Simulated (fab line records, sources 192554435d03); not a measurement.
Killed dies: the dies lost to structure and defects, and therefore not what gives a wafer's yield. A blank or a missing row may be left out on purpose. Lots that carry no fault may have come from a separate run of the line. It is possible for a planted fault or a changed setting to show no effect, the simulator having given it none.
Chamber matching	flow n5Finfet	N5_GATE_CUT_CMP_61 on cmp-01: 4 sister chambers
The step polishes, stops on SiNx, t overpolish 3 s. 14 wafers are shown with their chamber, then 7 later ones without.

== WAFERS, EACH WITH ITS CHAMBER ==
wafer	chamber	motorCurrentA (A)
L081.1	0	10.9
L081.3	2	13.6
L081.4	3	11.5
L082.3	3	11.5
L082.4	0	11.0
L082.6	3	11.0
L083.2	3	11.5
L083.4	1	11.9
L083.6	0	11.6
L085.2	0	11.4
L085.3	1	12.1
L085.4	3	10.8
L088.1	2	13.3
L088.3	0	11.4

SIGNATURES (means of the wafers above)
reading	chamber 0	chamber 1	chamber 2	chamber 3	scatter within a chamber
motorCurrentA	11.260	12.000	13.450	11.260	0.295
Rule: a wafer lies at a distance from a chamber equal to the root of the sum of squares, over the readings, of (its reading less the chamber's mean, divided by the reading's scatter). The wafer belongs to the nearest chamber; if the next one is less than 2 further off, it can't be placed. The scatter: the root of (the sum of the squares of (reading less its chamber's mean) over the shown wafers, divided by (wafers less chambers)).

== WAFERS MISSING THEIR CHAMBER ==
wafer	motorCurrentA (A)
L088.6	11.7
L093.1	11.4
L093.4	12.4
L093.6	11.5
L096.2	12.6
L096.4	11.0
L096.5	11.7

== CHAMBER TAKEN BY EACH ==
wafer	from the rows above	in truth
L088.6	can't be placed: 1 or 0 or 3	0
L093.1	can't be placed: 0 or 3 or 1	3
L093.4	1	1
L093.6	can't be placed: 0 or 3 or 1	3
L096.2	can't be placed: 1 or 2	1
L096.4	can't be placed: 0 or 3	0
L096.5	can't be placed: 1 or 0 or 3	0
1 of 7 placed correctly. These rows do not allow placing 6 (true chamber among the candidates in 6). Placed wrongly: 0.
